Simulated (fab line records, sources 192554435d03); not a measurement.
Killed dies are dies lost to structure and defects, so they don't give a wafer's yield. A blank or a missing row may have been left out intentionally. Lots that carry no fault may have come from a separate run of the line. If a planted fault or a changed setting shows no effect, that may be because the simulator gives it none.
Which tool is to blame? ; flow n5_finfet ; Sampling: 9 lots, 26 wafers, 5 of 1938 route steps

## WHAT THE GAUGES READ, wafer by wafer
N5_HKMG_FIN_INSPECT_61: inspects for defects (macro). Usual: raw_defect_count at 2.1, with a standard deviation of 1.4.
lot;measured;on;raw_defect_count;flag
L870;day 4 23:16;defect_inspect-01;0 3 0;
L871;day 5 00:27;defect_inspect-01;5 5 2;
L873;day 5 12:39;defect_inspect-01;2 2 3;
L876;day 6 11:20;defect_inspect-01;2 2 1;
L877;day 6 14:12;defect_inspect-01;1 0;
L879;day 7 00:58;defect_inspect-02;0 2 0;
L880;day 7 08:14;defect_inspect-01;3 3 1;
L885;day 8 11:59;defect_inspect-01;5 2 5;
L889;day 9 11:08;defect_inspect-01;1 1 5;

N5_HKMG_FIN_CD_MEAS_12: target cd 92.8 nm. Usual: cd_nm at 93.2 nm, with a standard deviation of 0.71.
lot;measured;on;cd_nm (nm);flag
L870;day 5 02:46;cd_sem-01;93.5 93.8 93.7;
L871;day 5 03:47;cd_sem-03;92.9 92.8 92.3;
L873;day 5 16:01;cd_sem-03;93.0 92.6 93.8;
L876;day 6 14:40;cd_sem-02;94.0 94.0 94.6;
L877;day 6 17:31;cd_sem-02;93.1 93.4;
L879;day 7 04:12;cd_sem-01;93.0 93.0 92.3;
L880;day 7 12:04;cd_sem-03;93.2 93.9 93.3;
L885;day 8 15:27;cd_sem-02;92.9 93.5 93.8;
L889;day 9 14:20;cd_sem-01;93.1 92.2 91.8;

N5_BEOL_M4_RC_MEAS_101. Usual: DIBL_N 36.3 mV/V, standard deviation 1.6; DIBL_P 36.4 mV/V, standard deviation 2.1; IOFF_N 0.16 nA/um, standard deviation 0.032; IOFF_N_LIN 0.074 nA/um, standard deviation 0.012; IOFF_N_LONG 5.54e-05 nA/um, standard deviation 2.5e-06; IOFF_P 0.22 nA/um, standard deviation 0.044; ION_N 675 uA/um, standard deviation 12; ION_P 463 uA/um, standard deviation 8.3; SS_N 71.6 mV/dec, standard deviation 0.64; SS_P 73.3 mV/dec, standard deviation 0.67; VT_N 250 mV, standard deviation 3.3; VT_N_LONG 274.8 mV, standard deviation 1.9; VT_N_LVT 99 mV, standard deviation 3.1; VT_P -250 mV, standard deviation 3.7.
lot;measured;on;DIBL_N (mV/V);DIBL_P (mV/V);IOFF_N (nA/um);IOFF_N_LIN (nA/um);IOFF_N_LONG (nA/um);IOFF_P (nA/um);ION_N (uA/um);ION_P (uA/um);SS_N (mV/dec);SS_P (mV/dec);VT_N (mV);VT_N_LONG (mV);VT_N_LVT (mV);VT_P (mV);flag
L870;day 10 10:26;prober-02;38.8 35.0 36.4;38.2 33.1 35.1;0.18 0.12 0.15;0.082 0.057 0.070;5.07e-05 5.16e-05 5.21e-05;0.23 0.16 0.20;684 666 686;466 455 464;71.7 70.6 71.9;73.9 73.1 73.5;252 256 251;277.6 276.7 277.7;98 104 98;-247 -255 -251;
L871;day 10 02:59;prober-01;36.7 36.5 37.5;36.5 36.4 37.5;0.17 0.16 0.18;0.078 0.072 0.080;5.42e-05 5.48e-05 5.53e-05;0.22 0.20 0.22;675 664 682;470 455 469;71.0 71.4 72.1;73.9 72.9 74.1;248 251 248;275.7 276.1 275.4;97 100 97;-249 -251 -248;
L873;day 10 15:55;prober-01;35.5 35.7 34.7;36.4 36.0 34.5;0.16 0.15 0.13;0.077 0.071 0.064;5.4e-05 5.44e-05 5.49e-05;0.22 0.21 0.18;679 668 663;465 457 451;71.4 71.8 71.7;73.5 72.9 73.5;248 251 253;275.9 275.1 277.5;99 101 102;-251 -248 -250;
L876;day 11 17:00;prober-02;35.4 37.9 36.7;35.7 38.7 37.3;0.15 0.21 0.18;0.071 0.096 0.081;5.64e-05 5.71e-05 5.64e-05;0.18 0.23 0.20;665 697 674;457 468 454;71.2 71.7 71.2;72.8 74.1 73.0;251 246 249;275.1 276.7 275.2;96 92 95;-254 -250 -251;
L877;day 12 20:27;prober-01;37.5 38.0;36.6 38.8;0.17 0.20;0.077 0.089;5.81e-05 5.73e-05;0.23 0.28;674 689;463 475;71.9 71.8;73.4 73.5;247 246;272.1 273.9;99 97;-249 -247;
L879;day 12 15:33;prober-01;37.1 36.7 35.6;37.6 35.7 34.2;0.17 0.15 0.13;0.079 0.071 0.064;5.21e-05 5.22e-05 5.26e-05;0.23 0.19 0.18;692 681 670;464 456 453;72.2 71.4 71.1;73.9 72.4 72.9;248 250 251;274.5 277.0 277.5;98 101 103;-250 -252 -253;
L880;day 13 03:26;prober-01;33.4 35.7 36.9;34.7 36.9 39.4;0.13 0.16 0.19;0.062 0.073 0.083;5.51e-05 5.48e-05 5.47e-05;0.18 0.22 0.26;657 672 668;454 461 463;71.0 71.3 72.0;72.7 73.6 74.2;252 250 247;273.6 273.7 275.0;100 98 96;-250 -250 -248;
L885;day 14 11:29;prober-02;34.9 37.0 37.3;35.0 37.8 37.6;0.07 0.18 0.18;0.035 0.082 0.083;3.79e-05 5.75e-05 5.85e-05;0.19 0.24 0.23;455 681 685;465 469 467;71.3 71.4 71.3;72.3 73.3 73.4;270 246 244;294.7 272.2 273.8;118 95 94;-251 -247 -249;OFF
L889;day 15 18:29;prober-02;35.4 34.7 40.7;36.1 35.6 41.8;0.13 0.13 0.24;0.061 0.062 0.104;5.31e-05 5.3e-05 5.42e-05;0.16 0.16 0.26;665 662 697;456 456 463;71.8 71.1 73.0;72.6 73.2 74.2;254 252 245;275.6 274.4 274.7;103 100 92;-253 -256 -247;

## EACH LOT AND THE TOOL THAT RAN IT (in order: tool; ch and the chambers of the sampled wafers; start)
lot;N5_HKMG_FIN_ETCH_35;N5_HKMG_FIN_STRIP_90
L870;rie_diel-03 ch 1,2,3, day 5 03:09;rie_diel-06 ch 1,3, day 5 05:48
L871;rie_diel-03 ch 1,3, day 5 04:16;rie_diel-03 ch 1,2,3, day 5 06:31
L873;rie_diel-02 ch 1,3, day 5 16:58;rie_diel-02 ch 1,2, day 5 19:07
L876;rie_diel-03 ch 1,2,3, day 6 15:16;rie_diel-03 ch 1,3, day 6 17:25
L877;rie_diel-06 ch 0,1, day 6 17:55;rie_diel-02 ch 1,3, day 6 20:04
L879;rie_diel-06 ch 0,1,3, day 7 04:35;rie_diel-06 ch 0,2,3, day 7 06:44
L880;rie_diel-03 ch 0,3, day 7 12:27;rie_diel-06 ch 1,2,3, day 7 14:56
L885;rie_diel-06 ch 0,1,3, day 8 15:50;rie_diel-06 ch 0,2,3, day 8 18:00
L889;rie_diel-02 ch 1,2,3, day 9 14:43;rie_diel-03 ch 0,1,2, day 9 16:56
- N5_HKMG_FIN_ETCH_35: etches SOC in N2/H2, target depth 215.8 nm, time 243.4 s.
- N5_HKMG_FIN_STRIP_90: strips SOC in N2/H2, time 20 s.

## AS READ BY THE TOOLS THEMSELVES (means over the sampled wafers that have a number; for cases with no such wafer, the mark the record gives instead)
N5_HKMG_FIN_ETCH_35. Usual: drypump_motor_current_A 5.8 A, standard deviation 0.5; oes_product_au 0.74 a.u., standard deviation 0.069; rf_vpp_V 141.6 V, standard deviation 1.1; run_length_s 266.7 s, standard deviation 0.41; showerhead_plenum_p_Torr 2.54 Torr, standard deviation 0.1; throttle_valve_pct 17.89 %, standard deviation 0.29.
lot;tool;drypump_motor_current_A (A);oes_product_au (a.u.);rf_vpp_V (V);run_length_s (s);showerhead_plenum_p_Torr (Torr);throttle_valve_pct (%);flag
L870;rie_diel-03;5.9;0.76;141.7;266.6;2.50;17.95;
L871;rie_diel-03;6.0;0.78;142.8;266.8;2.58;18.14;
L873;rie_diel-02;5.8;0.75;141.1;266.8;2.51;18.04;
L876;rie_diel-03;5.9;0.74;140.9;266.7;2.50;17.97;
L877;rie_diel-06;5.6;0.73;142.6;266.6;2.63;17.88;
L879;rie_diel-06;6.0;0.72;142.0;267.0;2.63;17.88;
L880;rie_diel-03;5.3;0.68;140.8;266.3;2.48;17.78;
L885;rie_diel-06;5.9;0.72;142.5;240.7;2.62;17.90;OFF
L889;rie_diel-02;5.7;0.70;141.4;266.6;2.48;17.94;

N5_HKMG_FIN_STRIP_90. Usual: drypump_motor_current_A 5.8 A, standard deviation 0.52; oes_product_au 0.74 a.u., standard deviation 0.073; rf_vpp_V 54.3 V, standard deviation 0.88; showerhead_plenum_p_Torr 3.36 Torr, standard deviation 0.12; temp_c 40.00 C, standard deviation 0.11; throttle_valve_pct 19.1 %, standard deviation 0.5.
lot;tool;drypump_motor_current_A (A);oes_product_au (a.u.);rf_vpp_V (V);showerhead_plenum_p_Torr (Torr);temp_c (C);throttle_valve_pct (%);flag
L870;rie_diel-06;6.3;0.72;54.1;3.47;40.08;19.0;
L871;rie_diel-03;5.9;0.76;54.4;3.31;40.07;19.2;
L873;rie_diel-02;5.4;0.72;53.9;3.34;39.96;19.3;
L876;rie_diel-03;6.0;0.77;54.1;3.40;40.00;19.6;
L877;rie_diel-02;6.0;0.73;53.5;3.29;40.05;19.1;
L879;rie_diel-06;6.3;0.71;54.8;3.47;39.99;19.4;
L880;rie_diel-06;6.1;0.70;55.2;3.46;39.96;19.2;
L885;rie_diel-06;6.3;0.70;54.5;3.47;40.01;19.4;
L889;rie_diel-03;5.5;0.83;54.4;3.33;39.99;19.2;

## THE ANSWER, worked out from the rows above alone
Rule: a lot counts as off when the mean over its wafers that have a number is more than 3 standard deviations away from the usual mean. Also off: a lot with no number at a reading for which 4 or more lots have one. Where the step has rows for the other lots, those lots are counted as sound. The gauges are gone through in route order, then the tools' own readings, and for those a lot's mean is taken as printed above. The first step at which some lot is off is used, and at that step the reading that is off furthest; a lot without a number counts as furthest.
Off: at N5_BEOL_M4_RC_MEAS_101 (ION_N), L885.
A tool fits if, at a process step before that reading, it ran every lot that is off, and no sound lot after the first of them. Not tried: the gauges at N5_BEOL_M4_RC_MEAS_101; whatever is off there is also off at N5_HKMG_FIN_ETCH_35, on other tools, and gauge error can't account for it. One fits: N5_HKMG_FIN_ETCH_35 and N5_HKMG_FIN_STRIP_90 on rie_diel-06. At N5_HKMG_FIN_ETCH_35 its last sound lot is L879 (day 7 04:35), its first lot that is off L885 (day 8 15:50): a fault that began between those two fits.
On the lots that are off, the tool's own readings at N5_HKMG_FIN_ETCH_35 differ by more than 5 times the standard deviation of the sound lots' means, which bears it out; run_length_s reads 240.7 s there versus 266.7 s on the sound lots.

## WHAT THE SIMULATOR HAD INSERTED
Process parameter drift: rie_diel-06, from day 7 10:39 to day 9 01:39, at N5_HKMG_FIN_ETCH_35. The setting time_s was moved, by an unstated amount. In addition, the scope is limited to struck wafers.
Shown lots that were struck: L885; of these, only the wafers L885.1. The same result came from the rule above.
